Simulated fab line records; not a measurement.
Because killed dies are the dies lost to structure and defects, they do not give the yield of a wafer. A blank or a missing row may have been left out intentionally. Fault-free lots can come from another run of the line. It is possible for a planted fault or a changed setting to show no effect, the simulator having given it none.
fab line records -- flow n5Finfet -- part 1 of 2: steps 1 to 4 of 6
[record] lots = 23, wafers = 69, lastDay = 17
route steps=1938 shown PMOS_HMC_CHANNEL_EPI@73 FIN_SAQP@98
lots that met no fault: from a run of the same line without faults
startH: the number of hours between the record's first day and the start of the first shown wafer of the lot -- waitH: hours since the lot's step before -- " unchanged from the row above -- L1.1+2: a single row standing in for several wafers -- - no value present, or no start provided -- * or withheld: withheld -- < > ~ a bound
route shown NAME@n: NAME is a module with steps in the file, n the number in the route of the first one -- usual: mean/standard deviation taken from wafers without a fault -- same: alike in all rows -- chamber/n: place in a boat -- sites: readings site by site -- _std_site: the standard deviation of these -- _edge_site: the outer-site mean with the inner-site mean subtracted -- radiusMm: for every site, how far away it sits from the centre of the wafer -- mask NAME#n: copy n -- behind: the most recent tool/chamber to have shaped the wafer -- hold: why the lot went on hold/how many hours it stayed there/how the hold came to an end -- device: the n, p or np transistor that did not switch -- end of line: tests run on the same wafers once the route is complete -- where a step has no rows: the recipe by itself -- killed: not the wafer's yield, but the dies lost to structure and defects at the first sort -- map: a wafer's dies, marking killed ones x, the rest . and places with no die _
set.NAME: the setting as run; set.NAME@STEP: as run at that earlier step -- model.NAME: the simulator's own value behind a step, which no gauge read
route steps across a sampled set of lots; one table per step, one row per wafer
services: the hour from which a tool's chamber was out of use, counted from the record's first day as startH (under 0 if before that day), plus the number of hours and why
[[steps]]
[step N5_PMOS_HMC_CHANNEL_EPI_ETCH_38]
[recipe] chemistry = CF4, target = SiO2, targetDepthA = 15, ionEnergyEv = 350, pressureMtorr = 10, icpW = 800, biasW = 400, cf4FlowSccm = 80
[usual] drypumpMotorCurrentA = 5.5/0.38, oesProductAu = 0.993/0.02, throttleValvePct = 21.66/0.25
lot.wafer,tool,chamber,startH,waitH,drypumpMotorCurrentA,oesProductAu,rfHoursCounterH,throttleValvePct
L074.2,rieSi-02,3,18.06,0.0,5.3,1.024,133,21.50
L074.3,rieSi-02,0,18.06,0.0,5.2,1.014,24,21.51
L074.4,rieSi-02,1,18.06,0.0,5.1,0.965,24,21.49
L075.1,rieSi-05,0,25.30,0.0,5.6,0.998,125,21.50
L075.5,rieSi-05,0,25.30,0.0,5.6,1.006,-,21.51
L075.6,rieSi-05,1,25.30,0.0,5.2,0.972,-,21.67
L076.3,rieSi-01,2,29.95,0.0,4.9,0.978,149,21.96
L076.4,rieSi-01,0,29.95,0.0,5.7,0.992,2,21.18
L076.6,rieSi-01,3,29.95,0.0,6.3,0.974,-,22.05
L077.3,rieSi-01,1,35.61,0.0,6.3,1.027,160,21.63
L077.4,rieSi-01,0,35.61,0.0,5.6,1.002,2,21.22
L077.6,rieSi-01,0,35.61,0.0,5.7,0.998,-,21.21
L078.1,rieSi-02,3,41.91,0.0,5.2,1.028,133,21.50
L078.5,rieSi-02,2,41.91,0.0,5.6,0.996,-,21.55
L078.6,rieSi-02,3,41.91,0.0,5.3,1.027,-,21.48
L079.2,rieSi-05,1,51.14,0.0,5.2,0.955,77,21.68
L079.4,rieSi-05,2,51.14,0.0,5.9,0.973,34,22.12
L079.6,rieSi-05,3,51.14,0.0,5.8,0.995,-,21.77
L080.4,rieSi-01,3,55.45,0.0,6.3,0.992,65,22.06
L080.5,rieSi-01,2,55.45,0.0,5.0,0.984,-,21.97
L080.6,rieSi-01,3,55.45,0.0,6.3,0.993,-,22.08
L081.1,rieSi-05,3,61.25,0.0,5.8,0.995,3,21.78
L081.2,rieSi-05,2,61.25,0.0,5.9,0.979,34,22.14
L081.5,rieSi-05,3,61.25,0.0,5.8,0.982,-,21.78
L082.1,rieSi-02,0,67.45,0.0,5.1,1.011,24,21.51
L082.3,rieSi-02,3,67.45,0.0,5.3,1.020,134,21.49
L082.5,rieSi-02,1,67.45,0.0,5.2,0.967,-,21.49
L083.1,rieSi-01,1,72.85,0.0,6.3,1.029,161,21.65
L083.3,rieSi-01,3,72.85,0.0,6.3,0.986,65,22.09
L083.5,rieSi-01,0,72.85,0.0,5.7,1.000,-,21.20
L084.3,rieSi-02,2,77.72,0.0,5.6,0.998,83,21.55
L084.4,rieSi-02,1,77.72,0.0,5.2,0.969,26,21.49
L084.5,rieSi-02,3,77.72,0.0,5.3,1.028,-,21.49
L085.1,rieSi-02,2,83.94,0.0,5.6,0.989,83,21.57
L085.4,rieSi-02,0,83.94,0.0,5.1,1.018,25,21.50
L085.5,rieSi-02,1,83.94,0.0,5.2,0.968,-,21.49
L086.2,rieSi-02,3,89.44,0.0,5.3,1.030,134,21.50
L086.5,rieSi-02,2,89.44,0.0,5.6,1.013,-,21.57
L086.6,rieSi-02,1,89.44,0.0,5.1,0.975,-,21.49
L087.1,rieSi-02,3,97.96,0.0,5.2,1.015,134,21.49
L087.4,rieSi-02,2,97.96,0.0,5.6,0.995,-,21.57
L087.5,rieSi-02,1,97.96,0.0,5.2,0.975,-,21.49
L088.2,rieSi-05,0,102.22,0.0,5.6,0.994,126,21.51
L088.4,rieSi-05,1,102.22,0.0,5.2,0.966,78,21.69
L088.6,rieSi-05,0,102.22,0.0,5.6,1.004,-,21.52
L089.2,rieSi-02,1,107.65,0.0,5.1,0.968,26,21.51
L089.4,rieSi-02,2,107.65,0.0,5.6,0.993,83,21.56
L089.6,rieSi-02,3,107.65,0.0,5.2,1.028,-,21.50
L090.3,rieSi-02,1,113.66,0.0,5.2,0.974,26,21.48
L090.5,rieSi-02,3,113.66,0.0,5.2,1.026,-,21.49
L090.6,rieSi-02,2,113.66,0.0,5.6,1.004,-,21.57
L091.1,rieSi-05,1,120.17,0.0,5.2,0.967,79,21.67
L091.2,rieSi-05,3,120.17,0.0,5.8,1.005,4,21.79
L091.6,rieSi-05,2,120.17,0.0,5.9,0.964,-,22.12
L093.2,rieSi-05,1,131.88,0.0,5.2,0.967,79,21.69
L093.4,rieSi-05,3,131.88,0.0,5.8,1.000,4,21.79
L093.5,rieSi-05,0,131.88,0.0,5.6,1.003,-,21.54
L094.1,rieSi-05,1,137.93,0.0,5.3,0.964,79,21.67
L094.2,rieSi-05,0,137.93,0.0,5.6,1.010,127,21.51
L094.4,rieSi-05,3,137.93,0.0,5.8,0.989,4,21.76
L095.1,rieSi-05,1,143.89,0.0,5.2,0.969,79,21.68
L095.4,rieSi-05,2,143.89,0.0,5.9,0.981,36,22.13
L095.5,rieSi-05,3,143.89,0.0,5.8,1.006,-,21.78
L096.1,rieSi-02,2,150.75,0.0,5.6,1.006,84,21.57
L096.2,rieSi-02,0,150.75,0.0,5.2,1.010,26,21.50
L096.3,rieSi-02,1,150.75,0.0,5.2,0.978,27,21.50
L097.1,rieSi-05,1,155.93,0.0,5.2,0.958,79,21.67
L097.2,rieSi-05,3,155.93,0.0,5.8,0.988,4,21.79
L097.6,rieSi-05,2,155.93,0.0,5.9,0.979,-,22.12
[step N5_FIN_SAQP_PECVD_47]
[recipe] material = a-Si, targetThkA = 450, tempC = 400, precursor = SiH4/He, pressureTorr = 3, rfW = 100, timeS = 36.3
[usual] heaterPowerW = 914/110, showerheadPlenumPTorr = 5.65/0.076, throttleValvePct = 18.1/0.85
lot.wafer,tool,chamber,startH,waitH,heaterPowerW,showerheadPlenumPTorr,throttleValvePct
L074.2,pecvd-04,2,21.02,0.0,943,5.63,18.6
L074.3,pecvd-04,0,21.02,0.0,1080,5.65,18.4
L074.4,pecvd-04,1,21.02,0.0,877,5.70,17.8
L075.1,pecvd-01,1,28.29,0.0,1119,5.57,17.7
L075.5,pecvd-01,0,28.29,0.0,909,5.78,17.8
L075.6,pecvd-01,1,28.29,0.0,1107,5.58,17.5
L076.3,pecvd-04,2,32.93,0.0,886,5.63,18.8
L076.4,pecvd-04,2,32.93,0.0,862,5.63,19.0
L076.6,pecvd-04,1,32.93,0.0,933,5.69,17.9
L077.3,pecvd-04,0,39.82,0.0,1082,5.69,18.7
L077.4,pecvd-04,0,39.82,0.0,1088,5.69,18.5
L077.6,pecvd-04,1,39.82,0.0,1000,5.70,17.7
L078.1,pecvd-01,0,44.89,0.0,835,5.76,17.8
L078.5,pecvd-01,1,44.89,0.0,1094,5.58,17.8
L078.6,pecvd-01,0,44.89,0.0,858,5.76,18.0
L079.2,pecvd-01,2,54.11,0.0,863,5.52,16.3
L079.4,pecvd-01,2,54.11,0.0,898,5.53,16.5
L079.6,pecvd-01,0,54.11,0.0,886,5.77,17.8
L080.4,pecvd-01,1,58.58,0.1,1157,5.58,17.6
L080.5,pecvd-01,0,58.58,0.1,804,5.77,17.9
L080.6,pecvd-01,2,58.58,0.1,845,5.51,16.0
L081.1,pecvd-01,2,64.24,0.0,927,5.52,16.3
L081.2,pecvd-01,1,64.24,0.0,1075,5.57,18.0
L081.5,pecvd-01,1,64.24,0.0,1035,5.58,17.8
L082.1,pecvd-01,1,70.72,0.0,1062,5.58,17.9
L082.3,pecvd-01,0,70.72,0.0,856,5.78,18.2
L082.5,pecvd-01,0,70.72,0.0,860,5.76,18.0
L083.1,pecvd-02,2,76.25,0.0,787,5.69,17.6
L083.3,pecvd-02,1,76.25,0.0,792,5.64,19.3
L083.5,pecvd-02,0,76.25,0.0,787,5.67,18.9
L084.3,pecvd-02,1,81.08,0.0,814,5.64,19.1
L084.4,pecvd-02,1,81.08,0.0,817,5.65,19.1
L084.5,pecvd-02,2,81.08,0.0,777,5.70,18.1
L085.1,pecvd-04,1,86.90,0.0,820,5.70,17.7
L085.4,pecvd-04,2,86.90,0.0,907,5.62,18.9
L085.5,pecvd-04,1,86.90,0.0,824,5.69,17.9
L086.2,pecvd-02,0,94.09,0.0,781,5.67,18.8
L086.5,pecvd-02,0,94.09,0.0,814,5.66,19.0
L086.6,pecvd-02,1,94.09,0.0,745,5.63,19.4
L087.1,pecvd-01,0,101.00,0.0,902,5.76,17.8
L087.4,pecvd-01,2,101.00,0.0,874,5.52,16.4
L087.5,pecvd-01,0,101.00,0.0,877,5.76,18.0
L088.2,pecvd-01,2,105.38,0.0,978,5.51,16.5
L088.4,pecvd-01,0,105.38,0.0,789,5.76,17.8
L088.6,pecvd-01,1,105.38,0.0,1108,5.57,17.8
L089.2,pecvd-04,0,110.65,0.0,1114,5.69,18.6
L089.4,pecvd-04,2,110.65,0.0,898,5.62,19.2
L089.6,pecvd-04,0,110.65,0.0,1094,5.67,18.5
L090.3,pecvd-01,2,117.14,0.0,946,5.51,16.3
L090.5,pecvd-01,2,117.14,0.0,934,5.51,16.1
L090.6,pecvd-01,1,117.14,0.0,1048,5.57,17.6
L091.1,pecvd-02,0,123.34,0.0,765,5.66,18.6
L091.2,pecvd-02,1,123.34,0.0,852,5.63,19.3
L091.6,pecvd-02,2,123.34,0.0,826,5.70,17.9
L093.2,pecvd-02,0,135.12,0.0,774,5.67,19.1
L093.4,pecvd-02,1,135.12,0.0,739,5.64,19.1
L093.5,pecvd-02,2,135.12,0.0,840,5.70,18.3
L094.1,pecvd-01,0,140.91,0.0,923,5.76,18.0
L094.2,pecvd-01,1,140.91,0.0,1028,5.58,17.6
L094.4,pecvd-01,2,140.91,0.0,987,5.51,16.7
L095.1,pecvd-04,1,146.85,0.0,836,5.70,17.9
L095.4,pecvd-04,1,146.85,0.0,843,5.71,17.9
L095.5,pecvd-04,0,146.85,0.0,1080,5.67,18.4
L096.1,pecvd-04,1,153.91,0.0,972,5.70,17.8
L096.2,pecvd-04,2,153.91,0.0,821,5.62,19.2
L096.3,pecvd-04,0,153.91,0.0,888,5.66,18.3
L097.1,pecvd-02,0,159.01,0.0,851,5.69,19.1
L097.2,pecvd-02,1,159.01,0.0,747,5.64,19.0
L097.6,pecvd-02,0,159.01,0.0,848,5.66,19.0
[step N5_FIN_SAQP_ETCH_51]
[recipe] chemistry = CF4, target = SiARC, targetDepthA = 455, maskMaterial = CAR-ArF, timeS = 75.8, ionEnergyEv = 80, pressureMtorr = 40, sourceW = 545, biasW = 36, Ar_flow_sccm = 100, cf4FlowSccm = 100, ends = cleared
[usual] drypumpMotorCurrentA = 5.7/0.33, etchRfOnTimeS = 75.3/2.7, mfcArSccm = 100.0/0.32, oesProductAu = 0.68/0.07, rfVppV = 184.4/1.1, showerheadPlenumPTorr = 2.16/0.058, throttleValvePct = 15.52/0.28
lot.wafer,tool,chamber,startH,waitH,drypumpMotorCurrentA,etchRfOnTimeS,mfcArSccm,oesProductAu,rfHoursCounterH,rfVppV,showerheadPlenumPTorr,throttleValvePct
L074.2,rieDiel-01,0,22.13,0.0,5.1,72.6,100.3,0.61,233,183.9,2.20,15.87
L074.3,rieDiel-01,1,22.13,0.0,5.6,76.4,100.3,0.67,135,185.0,2.23,15.83
L074.4,rieDiel-01,2,22.13,0.0,5.9,78.5,100.5,0.61,184,183.4,2.06,16.04
L075.1,rieDiel-04,3,29.18,0.0,6.1,77.0,100.0,0.74,23,183.0,2.09,15.26
L075.5,rieDiel-04,2,29.18,0.0,5.5,70.5,99.9,0.67,-,184.7,2.23,15.33
L075.6,rieDiel-04,3,29.18,0.0,6.1,76.4,99.6,0.75,-,184.1,2.09,15.26
L076.3,rieDiel-04,1,33.62,0.0,5.4,76.3,99.8,0.63,156,184.7,2.15,15.48
L076.4,rieDiel-04,0,33.62,0.0,6.2,77.8,99.8,0.60,248,185.4,2.19,15.61
L076.6,rieDiel-04,1,33.62,0.0,5.4,77.0,100.4,0.64,-,184.9,2.15,15.49
L077.3,rieDiel-04,3,41.12,0.0,6.2,76.8,99.9,0.73,28,182.8,2.09,15.28
L077.4,rieDiel-04,1,41.12,0.0,5.4,78.0,100.1,0.62,-,184.6,2.15,15.52
L077.6,rieDiel-04,3,41.12,0.0,6.2,77.4,99.7,0.73,-,183.1,2.09,15.26
L078.1,rieDiel-04,3,47.00,0.0,6.2,77.2,99.9,0.73,31,183.2,2.09,15.27
L078.5,rieDiel-04,1,47.00,0.0,5.4,77.9,100.3,0.62,-,184.1,2.15,15.50
L078.6,rieDiel-04,3,47.00,0.0,6.1,77.5,99.9,0.72,-,182.2,2.09,15.26
L079.2,rieDiel-04,2,55.67,0.0,5.4,71.1,100.2,0.65,151,184.0,2.23,15.36
L079.4,rieDiel-04,2,55.67,0.0,5.5,69.9,99.9,0.66,-,185.2,2.23,15.37
L079.6,rieDiel-04,1,55.67,0.0,5.4,76.9,100.0,0.63,-,184.5,2.14,15.51
L080.4,rieDiel-01,3,60.28,0.0,5.5,75.6,100.2,0.78,-,184.7,2.17,15.55
L080.5,rieDiel-01,2,60.28,0.0,5.8,78.1,100.5,0.59,-,183.1,2.06,16.09
L080.6,rieDiel-01,1,60.28,0.0,5.6,75.8,100.0,0.66,-,186.5,2.22,15.88
L081.1,rieDiel-04,2,65.36,0.0,5.5,71.3,100.0,0.65,155,186.8,2.23,15.38
L081.2,rieDiel-04,1,65.36,0.0,5.4,78.1,99.6,0.62,172,185.1,2.14,15.53
L081.5,rieDiel-04,0,65.36,0.0,6.2,72.7,99.7,0.83,-,185.2,2.19,15.18
L082.1,rieDiel-04,0,71.50,0.0,6.2,73.7,100.0,0.80,6,185.1,2.19,15.19
L082.3,rieDiel-04,1,71.50,0.0,5.4,77.8,100.3,0.61,175,184.6,2.14,15.54
L082.5,rieDiel-04,0,71.50,0.0,6.2,72.9,100.0,0.82,-,185.6,2.19,15.19
L083.1,rieDiel-01,2,77.03,0.0,5.8,78.9,100.6,0.59,208,183.3,2.05,16.09
L083.3,rieDiel-01,1,77.03,0.0,5.6,76.0,100.0,0.65,162,184.0,2.22,15.86
L083.5,rieDiel-01,1,77.03,0.0,5.6,76.8,100.3,0.65,-,185.7,2.22,15.85
L084.3,rieDiel-04,0,81.93,0.0,6.2,73.2,100.4,0.82,11,184.9,2.19,15.20
L084.4,rieDiel-04,1,81.93,0.0,5.4,76.9,99.7,0.62,179,184.3,2.14,15.53
L084.5,rieDiel-04,1,81.93,0.0,5.4,77.6,99.4,0.62,-,185.1,2.14,15.55
L085.1,rieDiel-06,2,87.71,0.0,5.7,72.4,99.9,0.76,51,184.6,2.19,15.75
L085.4,rieDiel-06,1,87.71,0.0,6.0,74.3,99.9,0.60,217,183.7,2.22,15.91
L085.5,rieDiel-06,0,87.71,0.0,5.6,79.4,99.5,0.75,-,183.3,2.10,15.12
L086.2,rieDiel-06,0,95.06,0.0,5.6,79.0,99.7,0.75,22,183.4,2.10,15.13
L086.5,rieDiel-06,0,95.06,0.0,5.6,79.1,99.7,0.74,-,185.7,2.10,15.14
L086.6,rieDiel-06,1,95.06,0.0,5.9,73.9,99.7,0.60,-,185.6,2.22,15.90
L087.1,rieDiel-04,1,101.71,0.0,5.4,76.4,100.5,0.61,187,183.0,2.14,15.56
L087.4,rieDiel-04,0,101.71,0.0,6.2,72.7,100.2,0.79,18,185.0,2.18,15.20
L087.5,rieDiel-04,1,101.71,0.0,5.5,75.8,100.1,0.62,-,184.5,2.14,15.56
L088.2,rieDiel-01,3,106.04,0.0,5.5,76.0,100.2,0.76,38,183.8,2.16,15.58
L088.4,rieDiel-01,0,106.04,0.0,5.1,72.2,100.1,0.81,10,184.0,2.19,15.42
L088.6,rieDiel-01,3,106.04,0.0,5.5,76.7,100.1,0.75,-,184.8,2.16,15.59
L089.2,rieDiel-04,3,111.44,0.0,6.2,77.2,100.6,0.70,58,183.3,2.08,15.32
L089.4,rieDiel-04,1,111.44,0.0,5.4,76.1,99.9,0.60,190,183.2,2.14,15.56
L089.6,rieDiel-04,3,111.44,0.0,6.1,76.9,100.5,0.70,-,183.8,2.08,15.32
L090.3,rieDiel-04,0,118.24,0.0,6.2,73.7,99.8,0.78,22,184.9,2.18,15.21
L090.5,rieDiel-04,1,118.24,0.0,5.4,77.1,100.0,0.61,-,183.0,2.14,15.57
L090.6,rieDiel-04,0,118.24,0.0,6.2,73.9,100.0,0.78,-,185.3,2.18,15.21
L091.1,rieDiel-04,3,124.00,0.0,6.1,78.3,100.2,0.70,61,183.0,2.08,15.34
L091.2,rieDiel-04,1,124.00,0.0,5.4,78.0,99.5,0.60,194,185.1,2.14,15.55
L091.6,rieDiel-04,0,124.00,0.0,6.2,74.4,100.0,0.77,-,184.6,2.18,15.21
L093.2,rieDiel-01,2,135.91,0.0,5.9,80.0,100.5,0.57,228,182.5,2.05,16.13
L093.4,rieDiel-01,1,135.91,0.0,5.6,77.1,100.4,0.63,181,184.7,2.21,15.93
L093.5,rieDiel-01,1,135.91,0.0,5.6,77.3,100.0,0.63,-,185.7,2.21,15.92
L094.1,rieDiel-06,3,141.57,0.0,6.1,74.8,100.0,0.72,86,183.5,2.16,15.39
L094.2,rieDiel-06,2,141.57,0.0,5.6,70.3,100.2,0.74,71,185.9,2.18,15.77
L094.4,rieDiel-06,0,141.57,0.0,5.6,78.8,99.8,0.71,38,182.2,2.10,15.16
L095.1,rieDiel-04,2,147.63,0.0,5.5,70.6,99.7,0.63,185,185.8,2.22,15.43
L095.4,rieDiel-04,3,147.63,0.0,6.2,76.8,99.7,0.69,69,182.2,2.08,15.35
L095.5,rieDiel-04,2,147.63,0.0,5.5,71.1,99.9,0.63,-,185.0,2.22,15.43
L096.1,rieDiel-01,1,154.69,0.0,5.5,76.7,99.5,0.63,187,185.0,2.21,15.94
L096.2,rieDiel-01,0,154.69,0.0,5.1,72.5,100.4,0.77,26,184.6,2.19,15.46
L096.3,rieDiel-01,3,154.69,0.0,5.5,76.0,99.9,0.73,54,183.8,2.16,15.61
L097.1,rieDiel-04,0,159.92,0.0,6.2,73.6,99.9,0.75,37,185.1,2.18,15.24
L097.2,rieDiel-04,1,159.92,0.0,5.4,77.7,100.8,0.59,208,183.1,2.13,15.59
L097.6,rieDiel-04,0,159.92,0.0,6.2,73.8,99.8,0.76,-,184.3,2.18,15.25
[step N5_FIN_SAQP_MANDREL_ETCH_22]
[recipe] targetDepthA = 600, chemistry = HBr/Cl2, target = a-Si, stopOn = SiNx, btTimeS = 10, overEtchFrac = 0.5, timeS = 30, pressureMtorr = 10, icpW = 800, biasW = 75, HBr_flow_sccm = 150, Cl2_flow_sccm = 80, ends = endPoint
[usual] drypumpMotorCurrentA = 5.9/0.37, mfcCl2Sccm = 80.00/0.24, oesProductAu = 0.767/0.014, throttleValvePct = 35.3/0.48
lot.wafer,tool,chamber,startH,waitH,drypumpMotorCurrentA,mfcCl2Sccm,oesProductAu,rfHoursCounterH,throttleValvePct
L074.2,rieSi-06,1,22.38,0.0,6.1,80.37,0.742,125,34.8
L074.3,rieSi-06,2,22.38,0.0,6.0,80.00,0.765,117,35.8
L074.4,rieSi-06,0,22.38,0.0,5.6,79.98,0.752,105,35.2
L075.1,rieSi-06,0,29.43,0.0,5.7,79.86,0.748,105,35.2
L075.5,rieSi-06,2,29.43,0.0,5.9,80.28,0.769,-,35.7
L075.6,rieSi-06,3,29.43,0.0,5.9,80.13,0.790,-,34.4
L076.3,rieSi-04,3,33.87,0.0,5.9,80.24,0.789,179,35.8
L076.4,rieSi-04,0,33.87,0.0,6.4,79.99,0.766,-,35.5
L076.6,rieSi-04,3,33.87,0.0,5.8,80.54,0.796,-,35.8
L077.3,rieSi-04,1,41.36,0.0,5.1,79.86,0.771,70,35.2
L077.4,rieSi-04,0,41.36,0.0,6.4,80.33,0.779,125,35.5
L077.6,rieSi-04,1,41.36,0.0,5.1,80.38,0.786,-,35.2
L078.1,rieSi-06,3,47.25,0.0,5.9,80.09,0.774,135,34.4
L078.5,rieSi-06,1,47.25,0.0,6.1,80.67,0.757,-,34.8
L078.6,rieSi-06,2,47.25,0.0,5.9,80.18,0.772,-,35.7
L079.2,rieSi-06,3,55.92,0.0,5.9,80.02,0.778,135,34.4
L079.4,rieSi-06,2,55.92,0.0,6.0,80.30,0.777,118,35.7
L079.6,rieSi-06,1,55.92,0.0,6.2,79.71,0.751,-,34.8
L080.4,rieSi-04,3,60.50,0.0,5.9,80.17,0.780,179,35.8
L080.5,rieSi-04,0,60.50,0.0,6.4,79.94,0.767,-,35.5
L080.6,rieSi-04,3,60.50,0.0,5.9,79.75,0.777,-,35.8
L081.1,rieSi-04,3,65.60,0.0,5.9,79.63,0.781,179,35.8
L081.2,rieSi-04,0,65.60,0.0,6.4,80.05,0.756,125,35.6
L081.5,rieSi-04,0,65.60,0.0,6.4,80.21,0.777,-,35.5
L082.1,rieSi-04,3,71.75,0.0,5.8,80.04,0.770,179,35.8
L082.3,rieSi-04,2,71.75,0.0,6.2,79.76,0.771,172,35.6
L082.5,rieSi-04,0,71.75,0.0,6.4,80.28,0.771,-,35.5
L083.1,rieSi-03,3,77.28,0.0,5.6,79.92,0.761,57,35.2
L083.3,rieSi-03,0,77.28,0.0,5.1,80.18,0.743,4,36.0
L083.5,rieSi-03,2,77.28,0.0,5.5,80.17,0.780,-,35.9
L084.3,rieSi-06,1,82.18,0.0,6.1,79.89,0.752,126,34.8
L084.4,rieSi-06,2,82.18,0.0,6.0,80.10,0.771,118,35.7
L084.5,rieSi-06,2,82.18,0.0,5.9,79.84,0.776,-,35.7
L085.1,rieSi-03,3,87.96,0.0,5.6,80.31,0.760,57,35.2
L085.4,rieSi-03,0,87.96,0.0,5.1,79.80,0.742,4,36.0
L085.5,rieSi-03,0,87.96,0.0,5.1,80.07,0.751,-,36.0
L086.2,rieSi-04,0,95.31,0.0,6.4,80.22,0.769,126,35.5
L086.5,rieSi-04,2,95.31,0.0,6.2,79.98,0.794,-,35.5
L086.6,rieSi-04,3,95.31,0.0,5.9,79.97,0.796,-,35.8
L087.1,rieSi-06,3,101.96,0.0,5.9,80.11,0.776,136,34.5
L087.4,rieSi-06,0,101.96,0.0,5.6,79.67,0.744,107,35.2
L087.5,rieSi-06,3,101.96,0.0,5.9,80.05,0.782,-,34.4
L088.2,rieSi-03,1,106.29,0.0,6.5,80.18,0.756,174,35.3
L088.4,rieSi-03,0,106.29,0.0,5.1,79.82,0.749,5,36.0
L088.6,rieSi-03,2,106.29,0.0,5.5,79.99,0.784,-,35.9
L089.2,rieSi-03,1,111.69,0.0,6.5,79.82,0.767,175,35.2
L089.4,rieSi-03,3,111.69,0.0,5.6,79.76,0.772,58,35.2
L089.6,rieSi-03,0,111.69,0.0,5.1,79.98,0.753,-,36.0
L090.3,rieSi-03,0,118.48,0.0,5.1,79.71,0.755,5,36.0
L090.5,rieSi-03,1,118.48,0.0,6.5,79.65,0.770,-,35.2
L090.6,rieSi-03,2,118.48,0.0,5.4,79.43,0.791,-,35.9
L091.1,rieSi-06,1,124.26,0.0,6.1,79.64,0.756,127,34.8
L091.2,rieSi-06,3,124.26,0.0,5.9,79.71,0.783,137,34.4
L091.6,rieSi-06,0,124.26,0.0,5.7,79.76,0.756,-,35.2
L093.2,rieSi-06,1,136.15,0.0,6.2,79.97,0.752,127,34.8
L093.4,rieSi-06,0,136.15,0.0,5.6,80.57,0.751,107,35.2
L093.5,rieSi-06,1,136.15,0.0,6.1,80.08,0.763,-,34.8
L094.1,rieSi-06,2,141.82,0.0,5.9,79.87,0.758,119,35.7
L094.2,rieSi-06,1,141.82,0.0,6.2,79.91,0.752,127,34.8
L094.4,rieSi-06,0,141.82,0.0,5.6,79.82,0.767,-,35.2
L095.1,rieSi-06,0,147.88,0.0,5.6,79.74,0.736,107,35.2
L095.4,rieSi-06,3,147.88,0.0,5.9,79.90,0.787,137,34.4
L095.5,rieSi-06,1,147.88,0.0,6.1,80.04,0.753,-,34.8
L096.1,rieSi-06,1,154.94,0.0,6.1,80.04,0.745,127,34.8
L096.2,rieSi-06,3,154.94,0.0,5.9,80.02,0.769,137,34.5
L096.3,rieSi-06,0,154.94,0.0,5.6,79.99,0.750,108,35.2
L097.1,rieSi-06,0,160.16,0.0,5.7,80.22,0.748,108,35.2
L097.2,rieSi-06,3,160.16,0.0,5.9,79.59,0.778,137,34.4
L097.6,rieSi-06,3,160.16,0.0,6.0,79.79,0.789,-,34.4
